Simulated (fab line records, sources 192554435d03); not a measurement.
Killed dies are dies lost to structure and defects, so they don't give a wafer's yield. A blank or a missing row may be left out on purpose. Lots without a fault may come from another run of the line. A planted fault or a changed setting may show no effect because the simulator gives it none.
Split-lot experiment | flow n5_finfet | 7 lots, 21 wafers read, on a route of 1938 steps

THE SPLIT
At N5_FIN_SAQP_SPACER1_ALD_24 (deposits SiO2, target thk 20.3 nm, pulse time 1 s, purge time 2 s), the setting ald_cycles was moved away from the recipe's 218 on 5 of the 21 wafers read, by -12.8% to +14.2%. The other wafers ran this setting at the recipe's value.

FROM THE SPLIT TO THE READING: what the file shows between them, 2 steps
- N5_FIN_SAQP_SPACER1_ETCHBACK_25: etches SiO2 in CHF3/O2, target depth 24.4 nm, time 12.2 s
- N5_FIN_SAQP_MANDREL1_REMOVE_56: chemistry HBr/Cl2/O2, target a-Si, stops on SiNx, bt time 10 s

THE READING
cd_nm, in nm, at N5_FIN_SAQP_CD_MEAS_27 (target cd 20 nm). Fault-free wafers of this fab line usually give 20.29 nm, standard deviation 0.23 nm.

wafer  | tool, chamber at the split | ald_cycles as run | against the recipe | cd_nm, nm | against lot-mates on the recipe
L080.2 | ald_sin-03, 3,1,2          | 218               | recipe             | 20.12     | -
L080.3 | ald_sin-03, 3,1,2          | 218               | recipe             | 19.95     | -
L080.4 | ald_sin-03, 3,1,2          | 218               | recipe             | 20.16     | -
L085.3 | ald_sin-04, 1              | 249               | +14.2%             | 23.09     | +2.99
L085.5 | ald_sin-04, 2              | 218               | recipe             | 20.10     | -
L085.6 | ald_sin-04, 1              | 249               | +14.2%             | 22.95     | +2.85
L088.2 | ald_sin-02, 3,1,1          | 218               | recipe             | 19.99     | -
L088.3 | ald_sin-02, 3,1,1          | 218               | recipe             | 20.32     | -
L088.5 | ald_sin-02, 3,1,1          | 218               | recipe             | 20.90     | -
L089.3 | ald_sin-02, 2              | 218               | recipe             | 20.18     | -
L089.4 | ald_sin-02, 0              | 200               | -8.3%              | 19.05     | -1.07
L089.6 | ald_sin-02, 2              | 218               | recipe             | 20.06     | -
L090.1 | ald_sin-03, 0              | 218               | recipe             | 20.46     | -
L090.4 | ald_sin-03, 3              | 218               | recipe             | 20.62     | -
L090.5 | ald_sin-03, 3              | 218               | recipe             | 20.31     | -
L091.2 | ald_sin-02, 0,0,2          | 218               | recipe             | 20.78     | -
L091.5 | ald_sin-02, 0,0,2          | 218               | recipe             | 20.25     | -
L091.6 | ald_sin-02, 0,0,2          | 218               | recipe             | 20.38     | -
L095.1 | ald_sin-03, 2,1            | 190               | -12.8%             | 18.22     | -2.16
L095.2 | ald_sin-03, 2,1            | 190               | -12.8%             | 17.45     | -2.93
L095.4 | ald_sin-03, 0              | 218               | recipe             | 20.38     | -
Where a row lists several chambers, the file gives one row for several wafers and doesn't say which wafer went through which chamber.

THE FIT
A straight line over all 21 wafers: cd_nm changes by +0.188 nm for each +1% of ald_cycles; r = +0.97; the points scatter about the line by 0.28 nm.
The same after taking each lot's own level away (the mean of its wafers on the recipe; 21 wafers): +0.196 nm for each +1%; r = +0.98; scatter 0.26 nm.
On that fit, the largest move of ald_cycles shifts the reading by 2.8 nm.
The lots' own levels span 20.077 to 20.470 nm, that is 1.7 times the standard deviation above.
So the lot-to-lot level changes the slope little: the two slopes agree.
Check: with one of the wafers moved furthest among these (+14.2%) left out of the fit, the line predicts +2.75 nm for it against its lot-mates. It came out at +2.99 nm against them.

OTHER SPLITS ON THESE WAFERS
These wafers also went through other splits before the reading. Each is held against what the fit with the lots' levels taken away leaves over:
other split on the same wafers        | wafers away from the commonest value | r with cd_nm (lot level and that fit taken away)
N5_WELL_APT_EXPOSE_22 dose_mj         | 9                                    | +0.06
N5_WELL_APT_DEVELOP_24 develop_time_s | 8                                    | +0.20
N5_FIN_SAQP_COAT_50 spin_rpm          | 5                                    | -0.13
N5_FIN_SAQP_ETCH_51 cf4_flow_sccm     | 7                                    | +0.08

THE WHOLE CHAIN: every reading that the file lists as answering this split, in the file's order
step                           | what it does                                                      | reading                                                                                 | change (the file's fit)               | r (the file's)
N5_FIN_SAQP_SPACER1_ALD_24     | deposits SiO2, target thk 20.3 nm, pulse time 1 s, purge time 2 s | SiO2_of_FIN_SAQP_SPACER1_ALD_24.thk_nm (the simulator's own value, which no gauge read) | +0.199 nm for each +1% of the setting | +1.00
N5_FIN_SAQP_MANDREL1_REMOVE_56 | chemistry HBr/Cl2/O2, target a-Si, stops on SiNx, bt time 10 s    | FIN_SAQP.cd_nm (the simulator's own value, which no gauge read)                         | +0.203 nm for each +1% of the setting | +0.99
N5_FIN_SAQP_CD_MEAS_27         | target cd 20 nm                                                   | cd_nm                                                                                   | +0.191 nm for each +1% of the setting | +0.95

THE FILE'S OWN FIT
cd_nm changes by +0.191 nm for each +1% of ald_cycles, r = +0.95.
